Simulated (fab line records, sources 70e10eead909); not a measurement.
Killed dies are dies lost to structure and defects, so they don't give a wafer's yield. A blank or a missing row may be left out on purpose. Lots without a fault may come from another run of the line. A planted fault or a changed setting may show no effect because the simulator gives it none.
Chamber matching | flow nand_harc | NHARC_P_M2_ETCH_35 on rie_diel-09: 4 sister chambers
The step etches the open film in N2/H2, target depth 40 nm, overetch 12 nm, time 43.94 s. 27 wafers are shown with their chamber, then 12 later ones without.

WAFERS WITH THEIR CHAMBER
wafer  | chamber | drypump_motor_current_A (A) | showerhead_plenum_p_Torr (Torr) | rf_vpp_V (V)
L074.3 | 1       | 5.7                         | 2.18                            | 436.0
L074.4 | 3       | 4.7                         | 2.18                            | 433.1
L074.5 | 3       | 4.7                         | 2.18                            | 435.7
L075.1 | 1       | 5.7                         | 2.18                            | 433.1
L075.3 | 0       | 6.0                         | 2.08                            | 431.4
L075.6 | 0       | 6.0                         | 2.08                            | 432.5
L076.1 | 3       | 4.7                         | 2.18                            | 433.9
L076.2 | 0       | 6.0                         | 2.08                            | 431.1
L076.5 | 1       | 5.7                         | 2.18                            | 433.0
L079.1 | 0       | 6.0                         | 2.08                            | 431.2
L079.2 | 1       | 5.7                         | 2.18                            | 434.6
L079.6 | 0       | 6.0                         | 2.08                            | 431.7
L080.1 | 3       | 4.7                         | 2.18                            | 433.4
L080.4 | 0       | 6.0                         | 2.08                            | 431.3
L080.5 | 2       | 5.8                         | 2.13                            | 433.1
L083.2 | 2       | 5.8                         | 2.13                            | 433.1
L083.4 | 0       | 6.0                         | 2.08                            | 432.0
L083.5 | 1       | 5.7                         | 2.18                            | 434.0
L086.1 | 1       | 5.8                         | 2.18                            | 434.7
L086.2 | 3       | 4.7                         | 2.18                            | 435.3
L086.6 | 2       | 5.8                         | 2.13                            | 431.6
L084.2 | 3       | 4.7                         | 2.18                            | 434.6
L084.4 | 1       | 5.7                         | 2.18                            | 433.6
L084.6 | 0       | 6.0                         | 2.07                            | 431.5
L088.1 | 0       | 6.0                         | 2.08                            | 430.5
L088.3 | 2       | 5.8                         | 2.13                            | 431.9
L088.6 | 0       | 6.0                         | 2.07                            | 429.5

SIGNATURES (means of the wafers above)
reading                  | chamber 0 | chamber 1 | chamber 2 | chamber 3 | scatter within a chamber
drypump_motor_current_A  | 6.000     | 5.714     | 5.800     | 4.700     | 0.0193
showerhead_plenum_p_Torr | 2.0780    | 2.1800    | 2.1300    | 2.1800    | 0.00264
rf_vpp_V                 | 431.270   | 434.143   | 432.425   | 434.333   | 0.934
Rule: a wafer's distance from a chamber is the root of the sum, over the readings, of the square of ((its reading less the chamber's mean) divided by the reading's scatter). The wafer belongs to the nearest chamber; if the next one is less than 2 further off, it can't be placed. The scatter: the root of (the sum of the squares of (reading less its chamber's mean) over the shown wafers, divided by (wafers less chambers)).

WAFERS WITHOUT THEIR CHAMBER
wafer  | drypump_motor_current_A (A) | showerhead_plenum_p_Torr (Torr) | rf_vpp_V (V)
L091.2 | 5.8                         | 2.18                            | 434.5
L091.3 | 6.0                         | 2.08                            | 433.1
L091.4 | 5.8                         | 2.13                            | 432.8
L092.2 | 5.7                         | 2.18                            | 434.5
L092.4 | 6.0                         | 2.07                            | 431.6
L092.5 | 6.0                         | 2.07                            | 432.9
L090.1 | 6.0                         | 2.07                            | 433.3
L090.2 | 5.7                         | 2.18                            | 434.6
L090.5 | 4.7                         | 2.18                            | 434.9
L096.1 | 6.0                         | 2.08                            | 431.9
L096.2 | 5.8                         | 2.13                            | 433.1
L096.4 | 4.7                         | 2.18                            | 433.2

WHICH CHAMBER EACH WENT THROUGH
wafer  | from the rows above | in truth
L091.2 | 1                   | 1
L091.3 | 0                   | 0
L091.4 | 2                   | 2
L092.2 | 1                   | 1
L092.4 | 0                   | 0
L092.5 | 0                   | 0
L090.1 | 0                   | 0
L090.2 | 1                   | 1
L090.5 | 3                   | 3
L096.1 | 0                   | 0
L096.2 | 2                   | 2
L096.4 | 3                   | 3
Placed correctly: 12 of 12. Can't be placed from these rows: 0. Placed wrongly: 0.
